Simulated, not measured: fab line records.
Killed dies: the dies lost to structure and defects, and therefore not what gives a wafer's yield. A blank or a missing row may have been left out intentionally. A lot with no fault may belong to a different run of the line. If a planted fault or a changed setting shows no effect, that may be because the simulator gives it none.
Lot-split experiment ; flow n5_finfet ; 21 wafers read across 7 lots, on a route 1938 steps long

== THE SPLIT ITSELF ==
At N5_BEOL_M3_COAT_62 (time 60 s, resist thk 12 nm), the setting spin_rpm was moved away from the recipe's 1500 rpm on 6 of the 21 wafers read, by -8.9% to +9.1%. All remaining wafers had this setting at the recipe value.

== FROM THE SPLIT TO THE READING: what the file shows between them, 4 steps ==
- N5_BEOL_M3_COAT_73: time 60 s, resist thk 5 nm
- N5_BEOL_M3_COAT_05: resist thk 30 nm
- N5_BEOL_M3_DESCUM_16: chemistry O2, time 7 s
- N5_BEOL_M3_ETCH_74: etches underlayer in N2/H2, target depth 6.5 nm, time 5.2 s

== THE READING ==
etch.depth_nm (the simulator's own value, which no gauge read), in nm, at N5_BEOL_M3_ETCH_63 (etches SiARC in CF4, target depth 15.6 nm, time 26 s). There is no usual value for it anywhere in the file. Average 12.03 nm, standard deviation 0.03 nm, over the 15 wafers here run with the recipe.

wafer;tool, chamber at the split;spin_rpm as run, rpm;against the recipe;etch.depth_nm, nm;against lot-mates on the recipe
L074.1;litho_track-05, 0;1500;recipe;12.02;-
L074.3;litho_track-05, 0;1500;recipe;12.01;-
L074.6;litho_track-05, 0;1500;recipe;11.99;-
L076.2;litho_track-04, 0;1500;recipe;12.08;-
L076.3;litho_track-04, 0;1366;-8.9%;12.67;+0.59
L076.4;litho_track-04, 0;1366;-8.9%;12.63;+0.55
L078.4;litho_track-01, 0;1500;recipe;12.03;-
L078.5;litho_track-01, 0;1500;recipe;12.01;-
L078.6;litho_track-01, 0;1454;-3.1%;12.19;+0.17
L082.2;litho_track-04, 0;1500;recipe;12;-
L082.4;litho_track-04, 0;1500;recipe;12.03;-
L082.6;litho_track-04, 0;1500;recipe;12.03;-
L084.2;litho_track-01, 0;1500;recipe;12.04;-
L084.4;litho_track-01, 0;1500;recipe;12.08;-
L084.6;litho_track-01, 0;1500;recipe;12.09;-
L085.3;litho_track-05, 0;1577;+5.1%;11.75;-0.28
L085.4;litho_track-05, 0;1577;+5.1%;11.68;-0.35
L085.5;litho_track-05, 0;1500;recipe;12.03;-
L093.1;litho_track-01, 0;1500;recipe;12;-
L093.4;litho_track-01, 0;1500;recipe;12;-
L093.6;litho_track-01, 0;1636;+9.1%;11.52;-0.48

FIT RESULTS
A straight line over all 21 wafers: etch.depth_nm changes by -0.0639 nm for each +1% of spin_rpm; r = -0.99; the points scatter about the line by 0.038 nm.
The same after taking each lot's own level away (the mean of its wafers on the recipe; 21 wafers): -0.0602 nm for each +1%; r = -0.99; scatter 0.025 nm.
The reading moves by 0.55 nm for the largest change in spin_rpm, on that fit.
Across the lots, their own levels run from 12.000 to 12.080 nm, a range of 2.6 times the standard deviation given above.
The two slopes agree, so the slope changes little with the lot-to-lot level.
Check: -0.569 nm against its lot-mates is what the line predicts for one of the wafers moved furthest among these (+9.1%) when that wafer is left out of the fit. Against them it came out at -0.48 nm.

== OTHER SPLITS ON THESE WAFERS ==
Other splits were also applied to these wafers ahead of the reading. Each is held against what the fit with the lots' levels taken away leaves over:
other split on the same wafers;wafers away from the commonest value;r with etch.depth_nm (lot level and that fit taken away)
N5_BEOL_M0_SAQP_COAT_34 spin_rpm;2;-0.02
N5_BEOL_M0_ETCH_138 source_w;9;-0.48
N5_BEOL_M2_ILD_DEP_00 time_s;4;+0.01
N5_BEOL_M3_HM_DEP_02 target_thk_a;5;+0.00

== THE WHOLE CHAIN: every reading that the file lists as answering this split, in the file's order ==
step;what it does;reading;change (the file's fit);r (the file's)
N5_BEOL_M3_COAT_62;time 60 s, resist thk 12 nm;SiARC_of_BEOL_M3_COAT_62.thk_nm (the simulator's own value, which no gauge read);-0.0563 nm for each +1% of the setting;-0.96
N5_BEOL_M3_ETCH_63;etches SiARC in CF4, target depth 15.6 nm, time 26 s;etch.depth_nm (the simulator's own value, which no gauge read);-0.0586 nm for each +1% of the setting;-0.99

== FILE'S OWN FIT ==
etch.depth_nm changes by -0.0586 nm for each +1% of spin_rpm, r = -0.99.
